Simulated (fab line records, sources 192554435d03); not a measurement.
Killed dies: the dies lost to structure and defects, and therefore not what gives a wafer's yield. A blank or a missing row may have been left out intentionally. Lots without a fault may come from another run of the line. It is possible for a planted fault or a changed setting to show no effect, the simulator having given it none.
Chamber matching :: flow n5Finfet :: 3 sister chambers for N5_BEOL_M0_SAQP_ILD_DEP_01 on pecvd-01
The step deposits SiOC from DEMS/O2, target thk 45.419 nm, time 8.7 s. 16 wafers are shown with their chamber, then 8 later ones without.

WAFERS PAIRED WITH THEIR CHAMBERS
wafer: L453.2
chamber: 1
throttleValvePct (%): 10.7
heaterPowerW (W): 572
showerheadPlenumPTorr (Torr): 5.695

wafer: L453.4
chamber: 1
throttleValvePct (%): 10.6
heaterPowerW (W): 579
showerheadPlenumPTorr (Torr): 5.691

wafer: L453.6
chamber: 2
throttleValvePct (%): 11.5
heaterPowerW (W): 433
showerheadPlenumPTorr (Torr): 5.668

wafer: L454.1
chamber: 0
throttleValvePct (%): 12.4
heaterPowerW (W): 480
showerheadPlenumPTorr (Torr): 5.685

wafer: L454.4
chamber: 1
throttleValvePct (%): 10.7
heaterPowerW (W): 579
showerheadPlenumPTorr (Torr): 5.677

wafer: L454.6
chamber: 2
throttleValvePct (%): 11.1
heaterPowerW (W): 379
showerheadPlenumPTorr (Torr): 5.658

wafer: L455.3
chamber: 1
throttleValvePct (%): 10.9
heaterPowerW (W): 618
showerheadPlenumPTorr (Torr): 5.682

wafer: L455.5
chamber: 1
throttleValvePct (%): 10.7
heaterPowerW (W): 621
showerheadPlenumPTorr (Torr): 5.690

wafer: L455.6
chamber: 0
throttleValvePct (%): 12.3
heaterPowerW (W): 502
showerheadPlenumPTorr (Torr): 5.677

wafer: L458.1
chamber: 2
throttleValvePct (%): 11.3
heaterPowerW (W): 469
showerheadPlenumPTorr (Torr): 5.681

wafer: L458.3
chamber: 0
throttleValvePct (%): 12.6
heaterPowerW (W): 520
showerheadPlenumPTorr (Torr): 5.677

wafer: L458.4
chamber: 1
throttleValvePct (%): 10.9
heaterPowerW (W): 601
showerheadPlenumPTorr (Torr): 5.713

wafer: L462.4
chamber: 1
throttleValvePct (%): 10.9
heaterPowerW (W): 658
showerheadPlenumPTorr (Torr): 5.683

wafer: L462.5
chamber: 2
throttleValvePct (%): 11.3
heaterPowerW (W): 464
showerheadPlenumPTorr (Torr): 5.665

wafer: L462.6
chamber: 1
throttleValvePct (%): 11.0
heaterPowerW (W): 665
showerheadPlenumPTorr (Torr): 5.695

wafer: L473.1
chamber: 0
throttleValvePct (%): 12.6
heaterPowerW (W): 474
showerheadPlenumPTorr (Torr): 5.672

SIGNATURES (averages over the wafers above)
reading: throttleValvePct
chamber 0: 12.475
chamber 1: 10.800
chamber 2: 11.300
scatter within a chamber: 0.149

reading: heaterPowerW
chamber 0: 494.00
chamber 1: 611.62
chamber 2: 436.25
scatter within a chamber: 34.4

reading: showerheadPlenumPTorr
chamber 0: 5.67775
chamber 1: 5.69075
chamber 2: 5.66800
scatter within a chamber: 0.0097
Rule: a wafer lies at a distance from a chamber equal to the root of the sum of squares, over the readings, of (its reading less the chamber's mean, divided by the reading's scatter). If the next closest chamber is less than 2 further off than the closest, the wafer can't be placed; otherwise it belongs to the closest. The scatter: the root of (the sum of the squares of (reading less its chamber's mean) over the shown wafers, divided by (wafers less chambers)).

WAFERS WITHOUT THEIR CHAMBER
wafer: L473.5
throttleValvePct (%): 12.6
heaterPowerW (W): 474
showerheadPlenumPTorr (Torr): 5.684

wafer: L473.6
throttleValvePct (%): 10.9
heaterPowerW (W): 678
showerheadPlenumPTorr (Torr): 5.699

wafer: L474.1
throttleValvePct (%): 11.6
heaterPowerW (W): 452
showerheadPlenumPTorr (Torr): 5.673

wafer: L474.4
throttleValvePct (%): 12.7
heaterPowerW (W): 510
showerheadPlenumPTorr (Torr): 5.680

wafer: L474.5
throttleValvePct (%): 10.8
heaterPowerW (W): 642
showerheadPlenumPTorr (Torr): 5.703

wafer: L476.2
throttleValvePct (%): 12.7
heaterPowerW (W): 453
showerheadPlenumPTorr (Torr): 5.690

wafer: L476.3
throttleValvePct (%): 11.4
heaterPowerW (W): 452
showerheadPlenumPTorr (Torr): 5.671

wafer: L476.5
throttleValvePct (%): 12.6
heaterPowerW (W): 460
showerheadPlenumPTorr (Torr): 5.687

WHICH CHAMBER EACH ONE RAN IN
wafer: L473.5
from the rows above: 0
in truth: 0

wafer: L473.6
from the rows above: 1
in truth: 1

wafer: L474.1
from the rows above: 2
in truth: 2

wafer: L474.4
from the rows above: 0
in truth: 0

wafer: L474.5
from the rows above: 1
in truth: 1

wafer: L476.2
from the rows above: 0
in truth: 0

wafer: L476.3
from the rows above: 2
in truth: 2

wafer: L476.5
from the rows above: 0
in truth: 0
Correct placement for 8 of the 8. Not placeable from these rows: 0. Wrongly placed: 0.
